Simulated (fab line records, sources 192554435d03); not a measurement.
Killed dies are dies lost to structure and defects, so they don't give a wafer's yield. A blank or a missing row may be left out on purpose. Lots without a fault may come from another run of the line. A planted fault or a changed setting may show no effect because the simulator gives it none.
Chamber matching | flow n5_finfet | N5_BEOL_M3_PRE_CLEAN_60 on cvd_co-02: 3 sister chambers
The step time 15 s. 6 wafers are shown with their chamber, then 12 later ones without.

WAFERS WITH THEIR CHAMBER
wafer  | chamber | heater_power_w (W)
L084.4 | 2       | 86
L085.1 | 0       | 116
L085.6 | 1       | 61
L089.2 | 2       | 89
L089.4 | 1       | 59
L089.6 | 0       | 118

WAFERS WITHOUT THEIR CHAMBER
wafer  | heater_power_w (W)
L091.1 | 121
L091.2 | 59
L091.4 | 90
L092.1 | 119
L092.3 | 57
L092.4 | 115
L095.1 | 89
L095.2 | 115
L095.4 | 115
L094.2 | 90
L094.3 | 59
L094.5 | 86

WHICH CHAMBER EACH WENT THROUGH
wafer  | from the rows above | in truth
L091.1 | 0                   | 0
L091.2 | 1                   | 1
L091.4 | 2                   | 2
L092.1 | 0                   | 0
L092.3 | 1                   | 1
L092.4 | 0                   | 0
L095.1 | 2                   | 2
L095.2 | 0                   | 0
L095.4 | 0                   | 0
L094.2 | 2                   | 2
L094.3 | 1                   | 1
L094.5 | 2                   | 2
Placed correctly: 12 of 12. Can't be placed from these rows: 0. Placed wrongly: 0.
How it was worked out, from the rows above alone: a wafer's distance from a chamber is the root of the sum, over the readings, of the square of ((its reading less the chamber's mean) divided by the reading's scatter). The wafer belongs to the nearest chamber; if the next one is less than 2 further off, it can't be placed. A chamber's mean is the mean of its shown wafers. The scatter: the root of (the sum of the squares of (reading less its chamber's mean) over the shown wafers, divided by (wafers less chambers)).
